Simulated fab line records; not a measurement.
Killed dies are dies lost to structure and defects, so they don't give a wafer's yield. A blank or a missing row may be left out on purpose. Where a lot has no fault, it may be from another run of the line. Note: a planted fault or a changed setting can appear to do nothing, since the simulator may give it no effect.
Matching of chambers	flow n5Finfet	rieDiel-03 running N5_BEOL_M1_STRIP_36: 4 sister chambers
The step strips in N2/H2. 18 wafers are shown with their chamber, then 9 later ones without.

## EACH WAFER AND ITS CHAMBER
wafer	chamber	drypumpMotorCurrentA (A)	showerheadPlenumPTorr (Torr)	throttleValvePct (%)
L074.1	0	5.8	2.59	24.1
L074.2	2	6.5	2.48	23.0
L074.3	3	5.5	2.40	23.5
L075.1	0	5.8	2.59	24.0
L075.4	2	6.6	2.48	23.1
L075.6	1	5.6	2.42	23.9
L079.1	1	5.6	2.41	24.0
L079.2	3	5.5	2.40	23.4
L079.3	2	6.5	2.48	23.1
L083.1	1	5.6	2.41	24.0
L083.3	0	5.8	2.58	24.1
L083.4	1	5.6	2.41	24.0
L085.1	0	5.8	2.58	24.1
L085.2	3	5.5	2.39	23.5
L085.3	1	5.6	2.41	24.0
L089.2	3	5.5	2.39	23.5
L089.4	2	6.5	2.47	22.7
L089.5	0	5.9	2.57	24.1

SIGNATURES (averages over the wafers above)
reading	chamber 0	chamber 1	chamber 2	chamber 3	scatter within a chamber
drypumpMotorCurrentA	5.820	5.600	6.525	5.500	0.0333
showerheadPlenumPTorr	2.5820	2.4120	2.4775	2.3950	0.00618
throttleValvePct	24.080	23.980	22.975	23.475	0.0967
Rule: distance of a wafer from a chamber = root of the sum over the readings of ((wafer's reading minus chamber's mean) / reading's scatter) squared. If the next closest chamber is less than 2 further off than the closest, the wafer can't be placed; otherwise it belongs to the closest. The scatter is the square root of a quotient: the sum, over the shown wafers, of each reading's squared deviation from its chamber's mean, divided by wafers minus chambers.

## WAFERS WITH NO CHAMBER GIVEN
wafer	drypumpMotorCurrentA (A)	showerheadPlenumPTorr (Torr)	throttleValvePct (%)
L090.1	5.5	2.40	24.0
L090.2	5.8	2.57	24.1
L090.3	5.5	2.39	23.5
L093.2	5.5	2.71	23.1
L093.4	5.6	2.40	24.0
L093.6	6.5	2.47	22.8
L096.1	5.5	2.71	23.1
L096.4	5.9	2.57	24.1
L096.6	5.5	2.71	23.1

## WHICH CHAMBER EACH ONE RAN IN
wafer	from the rows above	in truth
L090.1	can't be placed: 1 or 3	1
L090.2	0	0
L090.3	3	3
L093.2	0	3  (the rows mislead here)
L093.4	1	1
L093.6	2	2
L096.1	0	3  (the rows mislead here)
L096.4	0	0
L096.6	0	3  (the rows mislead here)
Correct placement for 5 of the 9. Can't be placed from these rows: 1 (the true chamber is among the candidates in 1). Number placed wrongly: 3.
